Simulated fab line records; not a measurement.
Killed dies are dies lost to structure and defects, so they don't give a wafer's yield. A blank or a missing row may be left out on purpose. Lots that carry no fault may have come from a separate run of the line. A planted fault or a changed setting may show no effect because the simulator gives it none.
A lot that was struck, set against a sound lot :: flow n5 finfet :: 19 steps out of a route of 1938
Sound: the wafers L920.3, L920.4, L920.5. Struck: wafers L928.1, L928.6. (L928.4 of the same lot was not struck and is left out.) The cause comes at the end.
Per side, at each step with rows, come the tool, then ch with its chambers, and then its first start. Under that, the readings that differ: sound wafers :: struck wafers :: difference of the means :: sigmas: that difference in standard deviations of wafers without a fault.
alike: readings whose means differ by less than 2 such deviations, and words and numbers that are the same on both sides. not compared: withheld readings, readings that some wafer has no value for, bounds like >300 that may hide the same value, and numbers for which the record gives no deviation and whose values overlap.
The two part at a step that has a row with sigmas, a row that says differs or no value, or rows on one side only. When numbers do not overlap yet have no deviation, they are printed without sigmas and do not part them. A reading that every wafer of one side lacks parts them only if that side has two wafers or more.

first, 2 steps without rows for these wafers: N5_BEOL_M14_ETCH_68 (etches SOC in N2/H2, time 450 s); N5_BEOL_M14_STRIP_69 (strips in N2/H2).
N5_BEOL_M14_TRENCH_ETCH_34: etches SiO2 in C4F8/O2/Ar, target depth 556.65 nm, time 126.9 s.
  sound on rie diel-03 ch 1,3, day 13 13:22; struck on rie diel-05 ch 0,2, day 15 03:27
reading: showerhead plenum p Torr (Torr)
sound: 3.67 3.67 3.48
struck: 3.35 3.34
difference: -0.26
sigmas: -2
  alike: drypump motor current A, oes_ar_750_au, oes_f_703_au, oes product au, rf vpp V, throttle valve pct
  not compared: rf hours counter h
then, 1 step without rows for these wafers: N5_BEOL_M14_STRIP_70 (strips in C4F8/O2/Ar).
N5_BEOL_M14_OCD_MEAS_35:
  struck on ocd-01, day 15 03:37; sound on ocd-01, day 13 13:32
  alike: trench depth nm
N5_BEOL_M14_STRIP_37: strips in O2.
  sound on rie diel-01 ch 1,2, day 13 14:23; struck on rie diel-01 ch 0,1, day 15 06:26
  alike: drypump motor current A, oes product au, rf vpp V, showerhead plenum p Torr, throttle valve pct
  not compared: rf hours counter h
then, 3 steps without rows for these wafers: N5_BEOL_M14_ETCH_38 (etches SiCN in CF4/N2, target depth 106.5 nm, time 120.6 s); N5_BEOL_M14_PRECLEAN_39 (cleans in residue remover, time 60 s); N5_BEOL_M14_SRD_40 (time 30 s, dry time 30 s).
N5_BEOL_M14_DEGAS_41: time 60 s.
  struck on pvd sputter-02, day 15 07:08; sound on pvd sputter-03, day 13 14:52
  alike: heater power w, susceptor temp C
then, 2 steps without rows for these wafers: N5_BEOL_M14_PRE_CLEAN_42 (time 30 s); N5_BEOL_M14_SPUTTER_43 (material TaN, target thk 15 nm, time 24.19 s).
N5_BEOL_M14_SPUTTER_44: material Ta, target thk 15 nm, time 24.19 s.
  struck on pvd sputter-02, day 15 07:18; sound on pvd sputter-03, day 13 15:01
reading: susceptor temp C (C)
sound: 50.03 49.98 50.18
struck: - -
difference: no value on the struck wafers
sigmas: 

reading: model.Ta_of_BEOL_M14_SPUTTER_44.thk nm (nm)
sound: 14.8 14.6 14.8
struck: 8.2 8.4
difference: -6.4
sigmas: 
  alike: throttle valve pct
N5_BEOL_M14_SPUTTER_45: material Cu, target thk 100 nm, time 16.67 s.
  struck on pvd sputter-02, day 15 07:23; sound on pvd sputter-03, day 13 15:06
  alike: susceptor temp C, throttle valve pct
then, 1 step without rows for these wafers: N5_BEOL_M14_ECD_47 (material Cu, target thk 1248 nm).
N5_BEOL_M14_ANNEAL_48: time 90 s.
  sound on rtp anneal-01 ch 0, day 13 16:26; struck on rtp anneal-01 ch 0, day 15 07:41
  alike: wafer_temp_C_max
N5_BEOL_M14_CMP_49: polishes, stops on SiO2, t overpolish 5.2 s, target thk 560 nm.
  sound on cmp-02 ch 0,1, day 13 16:40; struck on cmp-01 ch 1,3, day 15 08:04
reading: barrier field endpoint s (s)
sound: 11.7 11.6 11.5
struck: 8.5 9.0
difference: -2.8
sigmas: -9
  alike: clearing platen rpm, motor current A
  not compared: pad life wafers
N5_BEOL_M14_THK_MEAS_50: measures by xrf.
  struck on film metro-01, day 15 08:17; sound on film metro-02, day 13 16:57
  alike: M14_THK
N5_PASSIVATION_PROBE_49:
  the record holds rows for the sound wafers here (prober-02, day 14 12:22) but none for the struck ones

== WHERE THEY PART ==
Last at N5_PASSIVATION_PROBE_49 as far as this record goes, first at N5_BEOL_M14_TRENCH_ETCH_34.

WHY: what the simulator had put in
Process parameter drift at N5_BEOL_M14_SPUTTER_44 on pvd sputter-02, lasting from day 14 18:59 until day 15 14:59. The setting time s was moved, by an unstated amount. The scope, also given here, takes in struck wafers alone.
